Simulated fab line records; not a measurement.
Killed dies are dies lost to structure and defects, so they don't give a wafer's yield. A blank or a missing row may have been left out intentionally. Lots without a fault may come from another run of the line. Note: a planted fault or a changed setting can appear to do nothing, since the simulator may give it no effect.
fab line records    flow nand-harc
[record] lots = 12  wafers = 36  last-day = 33
route steps=1302 shown A_ONON_D2@563 A_CHANNEL_HOLE_D2@587 END@1302
lots that met no fault: from a run of the same line without faults
start-h: start of the lot's first displayed wafer, in hours after the record's first day    wait-h: hours since the lot's step before    " repeats the value in the row above    L1.1+2: several wafers, shown together as one row    - either no value or no given start    * or withheld: withheld    < > ~ a bound
route shown NAME@n: names a module that has steps shown in the file, with the first one's number in the route    usual: average and standard deviation across the fault-free wafers    same: alike in all rows    chamber/n: place in a boat    sites: readings site by site    _std_site: the values' standard deviation    _edge_site: mean of outer sites minus mean of inner sites    radius-mm: how far each site lies from the wafer's centre    mask NAME#n: copy n    behind: the most recent tool/chamber to have shaped the wafer    hold: why the lot was held/for how many hours/how that ended    device: whichever transistor did not switch (one of n, p or np)    end of line: the same wafers' tests at the end of the route    a step given without rows: its recipe and nothing more    killed: count of dies lost to structure and defects at first sort (not the wafer's yield)    map: a wafer's dies, x killed, . not, _ none there
set.NAME: setting as actually run; set.NAME@STEP: the setting as run at that earlier step    model.NAME: the simulator's own value behind a step, which no gauge read
route steps across a sampled set of lots; one table per step, one row per wafer
services: the hour from which a tool's chamber was out of use, counted from the record's first day as start-h (under 0 if before that day), plus the number of hours and why
[[steps]]
[step NHARC_A_ONON_D2_THK_MEAS_27]
[recipe] thk-meas-gauge = ellipsometry
[usual] thk-nm = 1002/9.5
lot.wafer  tool           chamber  start-h  wait-h  thk-nm
L592.1     film-metro-01  -        323.36   -       1005
L592.2     "              -        "        "       1004
L592.6     "              -        "        "       1004
L593.2     film-metro-02  -        328.76   -       1001
L593.3     "              -        "        "       1003
L593.6     "              -        "        "       1003
L594.1     film-metro-01  -        344.68   -       981
L594.2     "              -        "        "       979
L594.4     "              -        "        "       978
L595.3     film-metro-02  -        355.31   -       1018
L595.5     "              -        "        "       1019
L595.6     "              -        "        "       1021
L602.1     film-metro-01  -        434.35   -       997
L602.2     "              -        "        "       998
L602.3     "              -        "        "       995
L603.3     film-metro-02  -        434.37   -       1000
L603.5     "              -        "        "       999
L603.6     "              -        "        "       1000
L604.3     film-metro-01  -        443.64   -       1007
L604.4     "              -        "        "       1006
L604.6     "              -        "        "       1006
L605.1     film-metro-02  -        453.87   -       1004
L605.3     "              -        "        "       1007
L605.5     "              -        "        "       1005
L608.1     film-metro-02  -        499.46   -       996
L608.2     "              -        "        "       996
L608.5     "              -        "        "       998
L611.3     film-metro-01  -        513.91   -       1014
L611.4     "              -        "        "       1016
L611.5     "              -        "        "       1013
L609.4     film-metro-02  -        513.92   -       996
L609.5     "              -        "        "       998
L609.6     "              -        "        "       997
L610.2     film-metro-01  -        513.95   -       1011
L610.3     "              -        "        "       1011
L610.5     "              -        "        "       1013
[step NHARC_A_CHANNEL_HOLE_D2_ETCH_39]
[recipe] target-depth-a = 2600  over-etch-frac = 0.3  time-s = 325  ion-energy-ev = 200  n2-flow-sccm = 150  h2-flow-sccm = 150  ar-flow-sccm = 0  rf-w = 400  bias-w = 150  chemistry = N2/H2
[usual] bias-w = 150.1/0.49  chamber-pressure-mTorr = 30.002/0.029  drypump-motor-current-A = 5.9/0.49  oes-product-au = 1.001/0.0092  rf-vpp-V = 429.8/2.8  showerhead-plenum-p-Torr = 2.02/0.095  throttle-valve-pct = 14.171/0.0096
lot.wafer  tool         chamber  start-h  wait-h  bias-w  chamber-pressure-mTorr  drypump-motor-current-A  oes-product-au  rf-hours-counter-h  rf-vpp-V  showerhead-plenum-p-Torr  throttle-valve-pct
L592.2     rie-diel-08  3        -        -       151.3   29.981                  6.8                      0.999           6.6                 432.8     2.12                      14.159
L592.1     "            0        "        "       151.3   30.050                  5.7                      1.010           8.2                 431.4     2.05                      14.176
L592.6     "            1        "        "       149.6   29.985                  5.2                      1.008           -                   433.8     2.16                      14.154
L593.3     rie-diel-02  3        -        -       150.4   29.987                  5.9                      0.990           6.3                 426.6     1.96                      14.171
L593.2     "            1        "        "       150.3   29.993                  6.0                      1.003           5.1                 427.1     1.92                      14.161
L593.6     "            3        "        "       150.0   29.979                  6.0                      0.992           -                   429.2     1.96                      14.162
L594.1     rie-diel-08  1        -        -       150.2   30.002                  5.2                      0.998           10.1                432.1     2.16                      14.172
L594.2     "            2        "        "       149.7   29.961                  6.2                      1.005           9.6                 426.5     1.92                      14.158
L594.4     "            3        "        "       150.7   30.066                  6.8                      1.000           7.4                 433.1     2.12                      14.188
L595.3     rie-diel-07  1        -        -       150.3   29.998                  5.6                      0.990           3.0                 428.0     1.95                      14.159
L595.6     "            1        "        "       150.0   30.009                  5.6                      0.999           -                   429.0     1.95                      14.175
L595.5     "            2        "        "       150.5   30.011                  6.0                      0.996           -                   431.4     2.10                      14.178
L602.1     rie-diel-07  0        -        -       150.1   30.024                  5.1                      1.002           9.1                 435.0     2.19                      14.161
L602.2     "            1        "        "       150.1   30.054                  5.6                      0.996           8.3                 428.6     1.95                      14.158
L602.3     "            2        "        "       150.2   30.039                  6.0                      0.992           6.5                 433.5     2.10                      14.181
L603.3     rie-diel-02  3        -        -       149.5   30.058                  5.9                      0.998           1.1                 429.0     1.96                      14.177
L603.5     "            0        "        "       149.7   30.043                  5.6                      1.013           -                   428.6     1.97                      14.164
L603.6     "            1        "        "       150.0   30.002                  6.0                      1.013           -                   427.4     1.92                      14.166
L604.4     rie-diel-02  0        -        -       150.0   30.047                  5.6                      1.000           3.0                 427.5     1.96                      14.181
L604.3     "            1        "        "       149.5   30.006                  6.0                      1.014           2.7                 427.9     1.92                      14.161
L604.6     "            3        "        "       150.4   29.970                  6.0                      1.000           -                   427.7     1.96                      14.180
L605.3     rie-diel-08  2        -        -       150.4   29.896                  6.2                      1.012           4.3                 427.3     1.92                      14.170
L605.1     "            3        "        "       149.5   30.018                  6.9                      1.008           4.2                 432.6     2.12                      14.177
L605.5     "            1        "        "       150.6   29.995                  5.2                      0.991           -                   432.2     2.16                      14.164
L608.2     rie-diel-02  1        -        -       149.8   29.977                  6.0                      1.012           5.1                 427.6     1.91                      14.170
L608.1     "            2        "        "       149.8   30.014                  6.0                      0.997           4.9                 428.2     1.92                      14.188
L608.5     "            1        "        "       149.3   29.980                  6.0                      1.013           -                   427.2     1.91                      14.169
L611.3     rie-diel-08  1        -        -       149.9   29.949                  5.2                      0.990           7.0                 432.3     2.15                      14.163
L611.4     "            2        "        "       151.3   29.998                  6.2                      1.009           8.2                 427.5     1.92                      14.182
L611.5     "            0        "        "       148.7   29.958                  5.7                      1.017           -                   431.1     2.05                      14.174
L609.4     rie-diel-08  2        -        -       150.5   29.984                  6.2                      1.011           8.8                 426.3     1.92                      14.176
L609.6     "            3        "        "       149.7   30.009                  6.9                      1.003           -                   433.2     2.11                      14.163
L609.5     "            0        "        "       150.6   30.032                  5.7                      1.011           -                   431.9     2.05                      14.156
L610.3     rie-diel-02  3        -        -       150.2   30.042                  6.0                      1.001           5.5                 428.3     1.95                      14.168
L610.2     "            1        "        "       149.8   29.983                  6.0                      1.012           5.7                 426.8     1.91                      14.174
L610.5     "            3        "        "       150.2   29.994                  6.0                      1.001           -                   428.2     1.96                      14.177
[step NHARC_A_CHANNEL_HOLE_D2_ETCH_34]
[recipe] target-depth-a = 1540  time-s = 77  cf4-flow-sccm = 100  chf3-flow-sccm = 30  ar-flow-sccm = 0  rf-w = 500  bias-w = 200  chemistry = CF4/CHF3
[usual] bias-w = 200.1/0.55  cf4-flow-sccm = 100.03/0.27  drypump-motor-current-A = 5.9/0.5  oes-product-au = 0.960/0.017  rf-vpp-V = 370.1/2.5  showerhead-plenum-p-Torr = 1.56/0.069  throttle-valve-pct = 16.802/0.0095
lot.wafer  tool         chamber  start-h  wait-h  bias-w  cf4-flow-sccm  drypump-motor-current-A  oes-product-au  rf-hours-counter-h  rf-vpp-V  showerhead-plenum-p-Torr  throttle-valve-pct
L592.1     rie-diel-08  1        327.96   -       200.2   100.51         5.2                      0.956           8.8                 373.4     1.66                      16.795
L592.2     "            2        "        "       199.6   99.94          6.2                      0.952           8.4                 367.7     1.49                      16.817
L592.6     "            2        "        "       198.8   99.44          6.2                      0.984           -                   369.4     1.49                      16.827
L593.2     rie-diel-02  3        333.18   -       200.2   99.79          6.0                      0.963           6.5                 369.4     1.52                      16.803
L593.3     "            0        "        "       199.9   100.42         5.6                      0.950           4.6                 369.0     1.52                      16.803
L593.6     "            0        "        "       200.0   100.33         5.6                      0.950           -                   368.3     1.52                      16.804
L594.1     rie-diel-08  3        351.81   -       200.8   100.07         6.8                      0.967           7.5                 371.5     1.63                      16.803
L594.4     "            0        "        "       201.1   100.44         5.7                      0.973           9.8                 370.2     1.58                      16.802
L594.2     "            1        "        "       199.6   99.82          5.1                      0.958           10.3                373.7     1.66                      16.798
L595.3     rie-diel-07  1        359.78   -       199.5   100.32         5.6                      0.953           3.1                 368.2     1.51                      16.799
L595.6     "            3        "        "       200.3   99.61          6.4                      0.948           -                   369.8     1.51                      16.821
L595.5     "            0        "        "       200.1   100.04         5.1                      0.950           -                   375.2     1.68                      16.822
L602.1     rie-diel-07  0        442.16   -       199.5   99.92          5.1                      0.984           9.2                 374.8     1.68                      16.790
L602.2     "            1        "        "       199.1   100.45         5.6                      0.962           8.4                 368.4     1.51                      16.807
L602.3     "            3        "        "       200.3   99.59          6.4                      0.978           7.4                 368.9     1.50                      16.808
L603.3     rie-diel-02  2        444.10   -       -       -              -                        -               -                   -         -                         -
L603.6     "            2        "        "       -       -              -                        -               -                   -         -                         -
L603.5     "            3        "        "       -       -              -                        -               -                   -         -                         -
L604.4     rie-diel-02  2        452.54   -       -       -              -                        -               -                   -         -                         -
L604.3     "            0        "        "       -       -              -                        -               -                   -         -                         -
L604.6     "            2        "        "       -       -              -                        -               -                   -         -                         -
L605.1     rie-diel-08  2        458.39   -       200.6   99.76          6.2                      0.954           4.5                 368.0     1.49                      16.810
L605.3     "            1        "        "       200.2   100.10         5.2                      0.934           3.9                 372.7     1.66                      16.803
L605.5     "            2        "        "       200.2   99.58          6.2                      0.947           -                   368.4     1.49                      16.812
L608.2     rie-diel-02  3        505.30   -       200.6   100.10         5.9                      0.942           4.8                 368.5     1.51                      16.808
L608.1     "            0        "        "       199.3   99.73          5.6                      0.943           5.1                 368.4     1.52                      16.819
L608.5     "            0        "        "       199.4   100.10         5.6                      0.943           -                   368.5     1.52                      16.784
L611.3     rie-diel-08  1        518.22   -       200.4   100.40         5.2                      0.948           7.1                 372.5     1.65                      16.804
L611.4     "            0        "        "       200.7   100.37         5.7                      0.985           6.9                 372.3     1.58                      16.794
L611.5     "            1        "        "       200.0   100.17         5.2                      0.947           -                   372.2     1.65                      16.806
L609.4     rie-diel-08  2        518.91   -       199.6   99.56          6.2                      0.963           8.9                 368.5     1.49                      16.795
L609.5     "            2        "        "       199.3   99.82          6.2                      0.964           -                   367.4     1.49                      16.796
L609.6     "            3        "        "       200.2   100.16         6.8                      0.959           -                   373.6     1.63                      16.797
L610.2     rie-diel-02  2        520.00   -       200.3   100.22         6.1                      0.975           5.6                 366.4     1.49                      16.813
L610.3     "            3        "        "       199.4   100.24         6.0                      0.986           5.6                 367.8     1.51                      16.814
L610.5     "            1        "        "       200.9   100.50         6.0                      0.968           -                   368.2     1.49                      16.782
[step NHARC_A_CHANNEL_HOLE_D2_CD_MEAS_18]
[usual] cd-nm = 99.3/2.1
lot.wafer  tool       chamber  start-h  wait-h  cd-nm
L592.1     cd-sem-03  -        328.64   -       100.9
L592.2     "          -        "        "       99.0
L592.6     "          -        "        "       94.5
L593.2     cd-sem-01  -        333.86   -       101.3
L593.3     "          -        "        "       98.2
L593.6     "          -        "        "       100.4
L594.1     cd-sem-02  -        352.49   -       100.3
L594.2     "          -        "        "       102.3
L594.4     "          -        "        "       99.3
L595.3     cd-sem-03  -        360.45   -       100.0
L595.5     "          -        "        "       97.6
L595.6     "          -        "        "       101.3
L602.1     cd-sem-03  -        442.84   -       99.3
L602.2     "          -        "        "       103.8
L602.3     "          -        "        "       100.0
L603.3     cd-sem-03  -        444.79   -       100.7
L603.5     "          -        "        "       96.6
L603.6     "          -        "        "       98.4
L604.3     cd-sem-02  -        453.21   -       97.7
L604.4     "          -        "        "       97.0
L604.6     "          -        "        "       98.8
L605.1     cd-sem-02  -        459.06   -       97.1
L605.3     "          -        "        "       96.9
L605.5     "          -        "        "       97.7
L608.1     cd-sem-01  -        505.98   -       98.8
L608.2     "          -        "        "       98.2
L608.5     "          -        "        "       98.7
L611.3     cd-sem-03  -        518.90   -       100.7
L611.4     "          -        "        "       98.0
L611.5     "          -        "        "       101.6
L609.4     cd-sem-03  -        519.60   -       98.6
L609.5     "          -        "        "       101.3
L609.6     "          -        "        "       101.2
L610.2     cd-sem-03  -        520.69   -       100.7
L610.3     "          -        "        "       95.6
L610.5     "          -        "        "       97.3
[step NHARC_END_SORT_01]
[recipe] temp-c = 25
[usual] killed-at-array = 52/18  killed-at-other = 1.2/1.5  killed-at-periphery = 4/3.2  killed-dies = 57/17  killed-open = 3.1/1.9  killed-short = 2.5/1.7
[same] gross-dies = 677
lot.wafer  tool       chamber  start-h  wait-h  killed-at-array  killed-at-other  killed-at-periphery  killed-dies  killed-open  killed-short
L603.3     prober-02  0        708.77   3.1     676              0                1                    677          1            1
L603.5     prober-02  0        710.36   3.7     675              0                2                    677          4            3
L603.6     prober-02  0        711.16   4.0     675              0                2                    677          2            2
L604.3     prober-02  0        728.70   3.1     675              0                2                    677          5            6
L604.4     prober-02  0        729.49   3.4     670              5                2                    677          3            0
L604.6     prober-02  0        731.09   4.0     672              4                1                    677          6            3
// killed by level:class
L603.3 A_CHANNEL_HOLE_D2:area-etch=644 A_CHANNEL_HOLE_D2:chamber-film-flake=14 A_CHANNEL_HOLE_D1:chamber-film-flake=9 A_STAIRCASE:chamber-film-flake=3 A_SLIT:chamber-film-flake=2 A_ONON_D1:geometric-particle:short=1 A_ONON_D2:geometric-particle:open=1 P_CONTACT:chamber-film-flake=1
L603.5 A_CHANNEL_HOLE_D2:area-etch=633 A_CHANNEL_HOLE_D2:chamber-film-flake=17 A_CHANNEL_HOLE_D1:chamber-film-flake=5 A_CONTACT:chamber-film-flake=4 A_ZERO_WELL:chamber-film-flake=3 A_CHANNEL_FILL_D1:chamber-film-flake=3 A_SLIT:chamber-film-flake=2 A_ONON_D1:geometric-particle:short=1
L603.6 A_CHANNEL_HOLE_D2:area-etch=642 A_CHANNEL_HOLE_D2:chamber-film-flake=19 A_CHANNEL_HOLE_D1:chamber-film-flake=3 A_CONTACT:chamber-film-flake=3 A_DECK1_JOINT:geometric-particle:short=2 A_SLIT:chamber-film-flake=2 P_M0:geometric-particle:open=1 A_M0:geometric-particle:open=1
L604.3 A_CHANNEL_HOLE_D2:area-etch=602 A_SLIT:chamber-film-flake=40 A_CHANNEL_HOLE_D1:chamber-film-flake=18 A_WL_FILL:geometric-particle:open=3 A_ONON_D1:geometric-particle:short=2 A_STAIRCASE:chamber-film-flake=2 P_GATE:geometric-particle:short=1 A_ONON_D1:geometric-particle:open=1
L604.4 A_CHANNEL_HOLE_D2:area-etch=619 A_SLIT:chamber-film-flake=29 A_CHANNEL_HOLE_D1:chamber-film-flake=13 THIN_TSV:chamber-film-flake=5 A_CONTACT:chamber-film-flake=4 A_STAIRCASE:chamber-film-flake=3 P_M2:geometric-particle:open=1 A_DECK1_JOINT:geometric-particle:open=1
L604.6 A_CHANNEL_HOLE_D2:area-etch=631 A_SLIT:chamber-film-flake=24 A_CHANNEL_HOLE_D1:chamber-film-flake=5 THIN_TSV:chamber-film-flake=4 A_WL_FILL:geometric-particle:open=3 A_CONTACT:chamber-film-flake=2 P_GATE:geometric-particle:open=1 A_ONON_D1:geometric-particle:open=1
[[services]]
tool         chamber  start-h  hours  kind
rie-diel-08  0        322.44   -      clean
rie-diel-08  1        322.44   -      clean
rie-diel-08  2        322.44   -      clean
rie-diel-08  3        322.44   -      clean
rie-diel-02  0        324.16   -      clean
rie-diel-02  1        324.16   -      clean
rie-diel-02  2        324.16   -      clean
rie-diel-02  3        324.16   -      clean
rie-diel-08  3        330.01   16.1   repair
rie-diel-08  0        346.94   -      clean
rie-diel-08  1        346.94   -      clean
rie-diel-08  2        346.94   -      clean
rie-diel-08  3        346.94   -      clean
rie-diel-02  0        348.66   -      clean
rie-diel-02  1        348.66   -      clean
rie-diel-02  2        348.66   -      clean
rie-diel-02  1        358.99   4.1    repair
rie-diel-08  -        367.94   9.0    pm
rie-diel-07  -        369.14   7.5    repair
rie-diel-02  -        393.70   9.0    pm
rie-diel-07  1        418.85   2.8    repair
rie-diel-02  3        427.35   5.1    repair
rie-diel-07  -        471.20   9.0    pm
rie-diel-02  -        517.84   0.4    repair
[[key]]
[first-sign] step = NHARC_A_CHANNEL_HOLE_D2_ETCH_34  reading = tool-record  direction = missing
[effect] step = NHARC_END_SORT_01  reading = killed-dies  direction = up  sigmas = 36  usual = 57  struck = 677
[more-kills-born-at] NHARC_A_CHANNEL_HOLE_D2_ETCH_34@rie-diel-02 = 3771
met-at NHARC_A_CHANNEL_HOLE_D2_ETCH_34
struck-lots L603,L604
later-rows-left-out L603.3,L603.5,L603.6,L604.3,L604.4,L604.6
tester-left-out L603,L604
not-acting-at NHARC_A_ONON_D2_THK_MEAS_27,NHARC_A_CHANNEL_HOLE_D2_ETCH_39,NHARC_A_CHANNEL_HOLE_D2_CD_MEAS_18
onset-between 333.18 444.10
[fault] kind = skipped-step-whole  tool = rie-diel-02  chamber = -  onset-h = 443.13  steps = NHARC_A_CHANNEL_HOLE_D2_ETCH_34  scope = struck-lots-only
// tester-left-out: of these lots the tester's yield and bins aren't shown, on N5 and GAA mostly nor the transistor test; their killed dies are dies lost to structure and defects alone, not to doping, threshold or leakage, so they don't give the yield
// later-rows-left-out: the simulator's readings of these wafers behind a module that went badly wrong aren't trusted and aren't shown, but for the sort
